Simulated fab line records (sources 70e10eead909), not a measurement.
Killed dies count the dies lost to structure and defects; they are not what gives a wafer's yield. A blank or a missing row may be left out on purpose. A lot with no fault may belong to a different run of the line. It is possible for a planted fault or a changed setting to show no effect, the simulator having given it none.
Which tool was responsible? || flow nandHarc || 12 lots with 36 wafers sampled at 6 steps, on a route of 1302 steps

== WHAT THE GAUGES SHOWED, per wafer ==
NHARC_P_M2_INSPECT_27.
{"lot": "L075", "measured": "day 7 00:59", "on": "defectInspect-01", "rawDefectCount": "327 497 270"}
{"lot": "L077", "measured": "day 7 22:43", "on": "defectInspect-01", "rawDefectCount": "155 215 179"}
{"lot": "L079", "measured": "day 8 11:50", "on": "defectInspect-01", "rawDefectCount": "269 240 181"}
{"lot": "L081", "measured": "day 9 05:02", "on": "defectInspect-01", "rawDefectCount": "447 302 625"}
{"lot": "L083", "measured": "day 10 05:20", "on": "defectInspect-02", "rawDefectCount": "285 483 351"}
{"lot": "L085", "measured": "day 10 22:02", "on": "defectInspect-01", "rawDefectCount": "270 281 306"}
{"lot": "L088", "measured": "day 12 14:00", "on": "defectInspect-02", "rawDefectCount": "392 584 544"}
{"lot": "L089", "measured": "day 12 15:45", "on": "defectInspect-01", "rawDefectCount": "244 224 247"}
{"lot": "L091", "measured": "day 13 15:08", "on": "defectInspect-01", "rawDefectCount": "217 240 145"}
{"lot": "L093", "measured": "day 14 06:11", "on": "defectInspect-01", "rawDefectCount": "407 251 295"}
{"lot": "L095", "measured": "day 15 07:17", "on": "defectInspect-01", "rawDefectCount": "716 189 362"}
{"lot": "L097", "measured": "day 16 03:54", "on": "defectInspect-01", "rawDefectCount": "221 203 236"}

== WHAT TOOL EACH LOT RAN ON (gives the tool, then ch and the chambers of the sampled wafers, and finally the start) ==
{"lot": "L075", "NHARC_P_CONTACT_CMP_01": "cmp-02 ch 0,2,3, day 6 07:55", "NHARC_P_CONTACT_DEGAS_38": "pvdSputter-02, day 6 10:31", "NHARC_P_M0_PRE_CLEAN_31": "pecvd-04 ch 0,1,2, day 6 15:48", "NHARC_P_M1_PRE_CLEAN_32": "pecvd-03 ch 0,2, day 6 20:53", "NHARC_P_M2_DESCUM_14": "rieDiel-01 ch 0,1,2, day 6 22:24"}
{"lot": "L077", "NHARC_P_CONTACT_CMP_01": "cmp-01 ch 1,2, day 7 06:47", "NHARC_P_CONTACT_DEGAS_38": "pvdSputter-01, day 7 09:38", "NHARC_P_M0_PRE_CLEAN_31": "pecvd-02 ch 0,1, day 7 14:40", "NHARC_P_M1_PRE_CLEAN_32": "pecvd-03 ch 0,1,2, day 7 18:45", "NHARC_P_M2_DESCUM_14": "rieDiel-09 ch 0,1,2, day 7 20:06"}
{"lot": "L079", "NHARC_P_CONTACT_CMP_01": "cmp-02 ch 0,1,2, day 7 19:57", "NHARC_P_CONTACT_DEGAS_38": "pvdSputter-01, day 7 22:32", "NHARC_P_M0_PRE_CLEAN_31": "pecvd-03 ch 0,1,2, day 8 03:36", "NHARC_P_M1_PRE_CLEAN_32": "pecvd-02 ch 0,2, day 8 07:43", "NHARC_P_M2_DESCUM_14": "rieDiel-01 ch 0,2, day 8 09:05"}
{"lot": "L081", "NHARC_P_CONTACT_CMP_01": "cmp-02 ch 1,3, day 8 12:35", "NHARC_P_CONTACT_DEGAS_38": "pvdSputter-02, day 8 15:11", "NHARC_P_M0_PRE_CLEAN_31": "pecvd-04 ch 0,1,2, day 8 20:52", "NHARC_P_M1_PRE_CLEAN_32": "pecvd-02 ch 0,1,2, day 9 00:55", "NHARC_P_M2_DESCUM_14": "rieDiel-02 ch 1,3, day 9 02:25"}
{"lot": "L083", "NHARC_P_CONTACT_CMP_01": "cmp-02 ch 0,1,2, day 9 13:12", "NHARC_P_CONTACT_DEGAS_38": "pvdSputter-03, day 9 16:01", "NHARC_P_M0_PRE_CLEAN_31": "pecvd-03 ch 0,1, day 9 21:07", "NHARC_P_M1_PRE_CLEAN_32": "pecvd-04 ch 1,2, day 10 01:12", "NHARC_P_M2_DESCUM_14": "rieDiel-01 ch 0,1, day 10 02:42"}
{"lot": "L085", "NHARC_P_CONTACT_CMP_01": "cmp-03 ch 0,1,3, day 10 05:50", "NHARC_P_CONTACT_DEGAS_38": "pvdSputter-01, day 10 08:23", "NHARC_P_M0_PRE_CLEAN_31": "pecvd-03 ch 0,2, day 10 13:32", "NHARC_P_M1_PRE_CLEAN_32": "pecvd-04 ch 0,1, day 10 17:59", "NHARC_P_M2_DESCUM_14": "rieDiel-02 ch 0,3, day 10 19:21"}
{"lot": "L088", "NHARC_P_CONTACT_CMP_01": "cmp-03 ch 1,2, day 11 22:02", "NHARC_P_CONTACT_DEGAS_38": "pvdSputter-02, day 12 00:37", "NHARC_P_M0_PRE_CLEAN_31": "pecvd-02 ch 0,1,2, day 12 05:38", "NHARC_P_M1_PRE_CLEAN_32": "pecvd-03 ch 0,1,2, day 12 09:55", "NHARC_P_M2_DESCUM_14": "rieDiel-01 ch 1,2, day 12 11:24"}
{"lot": "L089", "NHARC_P_CONTACT_CMP_01": "cmp-02 ch 1,2,3, day 11 23:38", "NHARC_P_CONTACT_DEGAS_38": "pvdSputter-02, day 12 02:15", "NHARC_P_M0_PRE_CLEAN_31": "pecvd-03 ch 0,1, day 12 07:22", "NHARC_P_M1_PRE_CLEAN_32": "pecvd-03 ch 1,2, day 12 11:34", "NHARC_P_M2_DESCUM_14": "rieDiel-09 ch 0,1,3, day 12 13:05"}
{"lot": "L091", "NHARC_P_CONTACT_CMP_01": "cmp-03 ch 0,2,3, day 12 23:12", "NHARC_P_CONTACT_DEGAS_38": "pvdSputter-01, day 13 01:49", "NHARC_P_M0_PRE_CLEAN_31": "pecvd-03 ch 0,1, day 13 06:57", "NHARC_P_M1_PRE_CLEAN_32": "pecvd-04 ch 0,1,2, day 13 11:08", "NHARC_P_M2_DESCUM_14": "rieDiel-01 ch 1,2,3, day 13 12:31"}
{"lot": "L093", "NHARC_P_CONTACT_CMP_01": "cmp-01 ch 0,1, day 13 14:05", "NHARC_P_CONTACT_DEGAS_38": "pvdSputter-02, day 13 16:34", "NHARC_P_M0_PRE_CLEAN_31": "pecvd-02 ch 0,1, day 13 21:43", "NHARC_P_M1_PRE_CLEAN_32": "pecvd-04 ch 1,2, day 14 02:01", "NHARC_P_M2_DESCUM_14": "rieDiel-01 ch 1,2, day 14 03:30"}
{"lot": "L095", "NHARC_P_CONTACT_CMP_01": "cmp-01 ch 1,2,3, day 14 14:43", "NHARC_P_CONTACT_DEGAS_38": "pvdSputter-03, day 14 17:17", "NHARC_P_M0_PRE_CLEAN_31": "pecvd-04 ch 0,1,2, day 14 22:24", "NHARC_P_M1_PRE_CLEAN_32": "pecvd-04 ch 0,1,2, day 15 03:18", "NHARC_P_M2_DESCUM_14": "rieDiel-02 ch 0,3, day 15 04:39"}
{"lot": "L097", "NHARC_P_CONTACT_CMP_01": "cmp-02 ch 0,3, day 15 11:22", "NHARC_P_CONTACT_DEGAS_38": "pvdSputter-02, day 15 14:26", "NHARC_P_M0_PRE_CLEAN_31": "pecvd-02 ch 0,1,2, day 15 19:39", "NHARC_P_M1_PRE_CLEAN_32": "pecvd-02 ch 0,1, day 15 23:50", "NHARC_P_M2_DESCUM_14": "rieDiel-01 ch 0,2,3, day 16 01:20"}
- NHARC_P_CONTACT_CMP_01: polishes SiO2, target thk 200 nm.
- NHARC_P_CONTACT_DEGAS_38: time 60 s.
- NHARC_P_M0_PRE_CLEAN_31: time 12 s.
- NHARC_P_M1_PRE_CLEAN_32: time 12 s.
- NHARC_P_M2_DESCUM_14: chemistry O2, time 3 s.

== THE ANSWER, worked out from the rows above alone ==
Rule: the lots themselves supply what counts as usual. The widest of any qualifying gaps counts: lots, ordered by their means at a reading, are off when they make up no more than a third of the lots, leave a main group of 4 or more, and stand apart from it by 3 or more times the standard deviation of that group's means. If all means in a main group match to the digits the tables above print for the reading, that group is not used. A lot without any number at a reading at which 4 lots or more have one is off too. Any other lot the step has rows for is counted as sound.
No lot is off at any reading shown: from this, nothing can be told.

== WHAT WAS PUT IN BY THE SIMULATOR ==
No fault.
